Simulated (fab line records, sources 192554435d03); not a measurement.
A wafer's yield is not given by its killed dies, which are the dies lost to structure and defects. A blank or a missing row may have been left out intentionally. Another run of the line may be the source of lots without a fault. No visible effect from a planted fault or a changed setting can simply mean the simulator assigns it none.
Struck lot and sound lot, side by side || flow n5-finfet || 15 steps out of a route of 1938
Sound: these wafers, L712.3, L712.5, L712.6. Wafers L716.2, L716.4 were the ones struck. The cause is named last.
Order at every step that has rows: each side's tool, ch and its chambers, its first start. Under that, the readings that differ: sound wafers || struck wafers || difference of the means || sigmas: that difference in standard deviations of wafers without a fault.
alike: same words and numbers on both sides, and readings whose means sit less than 2 such deviations apart. not compared: any withheld reading, any reading some wafer has no value for, any bound like >300 that may hide the same value, and any number with overlapping values for which the record gives no deviation.
The two part at a step that has a row with sigmas, a row that says differs or no value, or rows on one side only. Numbers that don't overlap but have no deviation are shown without sigmas and don't part them. A reading that every wafer of one side lacks parts them only if that side has two wafers or more.

N5_BEOL_M11_STRIP_77: strips in N2/H2, time 10 s.
  sound: rie-diel-04 ch 2,3; struck: rie-diel-04 ch 0,3
  alike: drypump-motor-current-A, n2-flow-sccm, oes-product-au, rf-vpp-V, showerhead-plenum-p-Torr, throttle-valve-pct
  not compared: rf-hours-counter-h
N5_BEOL_M11_OCD_MEAS_38:
  sound on ocd-02 at day 12 19:14; struck on ocd-02 at day 14 08:43
  alike: trench-depth-nm
then, 4 steps without rows for these wafers: N5_BEOL_M11_HM_STRIP_39 (strips TiN in peroxide tin strip, target depth 25 nm, time 158 s); N5_BEOL_M11_SRD_40 (time 30 s); N5_BEOL_M11_PRECLEAN_42 (cleans in residue remover, time 60 s); N5_BEOL_M11_SRD_43 (time 30 s).
N5_BEOL_M11_CD_MEAS_35 targets a cd of 70 nm.
  sound on cd-sem-02 at day 12 19:23; struck on cd-sem-01 at day 14 08:52
{"reading": "cd-nm (nm)", "sound": "71.6 71.1 71.0", "struck": "69.2 69.6", "difference": -1.8, "sigmas": -3}
N5_BEOL_M11_CURE_72: cures SiCOH lowk, time 120 s.
  sound on uv-cure-03 ch 0, day 12 19:32; struck on uv-cure-02 ch 2, day 14 08:58
{"reading": "wafer_temp_C_max", "sound": "371.0 370.9 370.7", "struck": "371.6 372.8", "difference": "+1.3", "sigmas": "+2"}
  alike: lamp-power-pct
then, 1 step without rows for these wafers: N5_BEOL_M11_DEGAS_44 (time 60 s).
N5_BEOL_M11_PRE_CLEAN_45: time 30 s.
  sound on pvd-sputter-03 at day 12 21:23; struck on pvd-sputter-02 at day 14 09:43
  alike: heater-power-w
N5_BEOL_M11_ALD_74: deposits TaN, target thk 2 nm, pulse time 2 s, purge time 3 s.
  sound on ald-metal-03 ch 0,1, day 12 21:27; struck on ald-metal-01 ch 0,2, day 14 09:47
  alike: heater-power-w
N5_BEOL_M11_SURFACE_TREAT_76:
  sound on pvd-sputter-03 at day 12 21:45; struck on pvd-sputter-02 at day 14 10:05
  not compared: throttle-valve-pct
N5_BEOL_M11_CVD_75: deposits Co from CCTBA/H2, target thk 2 nm, time 138.9 s.
  sound on cvd-co-01 ch 1,2, day 12 21:49; struck on cvd-co-02 ch 1,2, day 14 10:10
{"reading": "run-length-s (s)", "sound": "161.8 161.7 161.0", "struck": "127.7 126.3", "difference": -34.5, "sigmas": -53}
then, 1 step without rows for these wafers: N5_BEOL_M11_SPUTTER_48 (material Cu, target thk 12 nm, time 2 s).
N5_PASSIVATION_PROBE_49:
  record: rows for the struck wafers here (prober-02, day 16 00:32), none for the sound ones

WHERE THEY PART
At N5_BEOL_M11_CD_MEAS_35 first; at N5_PASSIVATION_PROBE_49 last (within this record only).

WHY: what had been put in by the simulator
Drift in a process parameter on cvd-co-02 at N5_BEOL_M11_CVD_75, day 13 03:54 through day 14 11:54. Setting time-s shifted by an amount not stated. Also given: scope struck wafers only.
